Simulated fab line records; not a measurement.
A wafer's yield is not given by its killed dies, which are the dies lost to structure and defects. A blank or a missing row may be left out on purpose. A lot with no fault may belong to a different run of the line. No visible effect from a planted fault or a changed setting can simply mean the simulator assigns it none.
Chamber matching -- flow n5 finfet -- N5_BEOL_M14_ETCH_59 on rie diel-03: 4 sister chambers
The step etches BARC in N2/H2, target depth 89 nm, overetch 26.7 nm, time 67.9 s. 16 wafers are shown with their chamber, then 8 later ones without.

WAFERS PAIRED WITH THEIR CHAMBERS
wafer,chamber,showerhead plenum p Torr (Torr),oes product au (a.u.),throttle valve pct (%)
L075.1,0,2.41,0.60,17.96
L075.2,3,2.65,0.68,17.57
L075.6,1,2.62,0.80,18.04
L074.3,2,2.69,0.74,17.92
L074.5,0,2.41,0.60,17.96
L074.6,3,2.65,0.68,17.58
L076.4,3,2.65,0.68,17.59
L076.5,2,2.69,0.73,17.93
L076.6,3,2.65,0.67,17.58
L083.3,2,2.69,0.73,17.94
L083.5,0,2.40,0.60,17.98
L083.6,1,2.62,0.79,18.06
L085.2,2,2.68,0.71,17.97
L085.3,3,2.64,0.67,17.63
L085.4,2,2.68,0.71,17.97
L086.1,3,2.64,0.66,17.63

SIGNATURES (means of the wafers above)
reading,chamber 0,chamber 1,chamber 2,chamber 3,scatter within a chamber
showerhead plenum p Torr,2.4067,2.6200,2.6860,2.6467,0.00516
oes product au,0.6000,0.7950,0.7240,0.6733,0.00959
throttle valve pct,17.9667,18.0500,17.9460,17.5967,0.0226
Rule: distance of a wafer from a chamber = root of the sum over the readings of ((wafer's reading minus chamber's mean) / reading's scatter) squared. If the next closest chamber is less than 2 further off than the closest, the wafer can't be placed; otherwise it belongs to the closest. The scatter is the square root of a quotient: the sum, over the shown wafers, of each reading's squared deviation from its chamber's mean, divided by wafers minus chambers.

WAFERS WITHOUT THEIR CHAMBER
wafer,showerhead plenum p Torr (Torr),oes product au (a.u.),throttle valve pct (%)
L086.5,2.61,0.76,18.08
L086.6,2.40,0.59,18.00
L091.1,2.68,0.70,17.97
L091.2,2.61,0.75,18.10
L091.3,2.64,0.67,17.65
L096.1,2.71,0.81,17.62
L096.2,2.67,0.68,17.98
L096.4,2.60,0.74,18.13

EACH ONE'S CHAMBER
wafer,from the rows above,in truth
L086.5,1,1
L086.6,0,0
L091.1,2,2
L091.2,1,1
L091.3,3,3
L096.1,can't be placed: 2 or 3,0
L096.2,2,2
L096.4,1,1
Correctly placed: 7 of 8. From these rows, 1 cannot be placed; in 0 the true chamber is one of the candidates. Wrongly placed: 0.
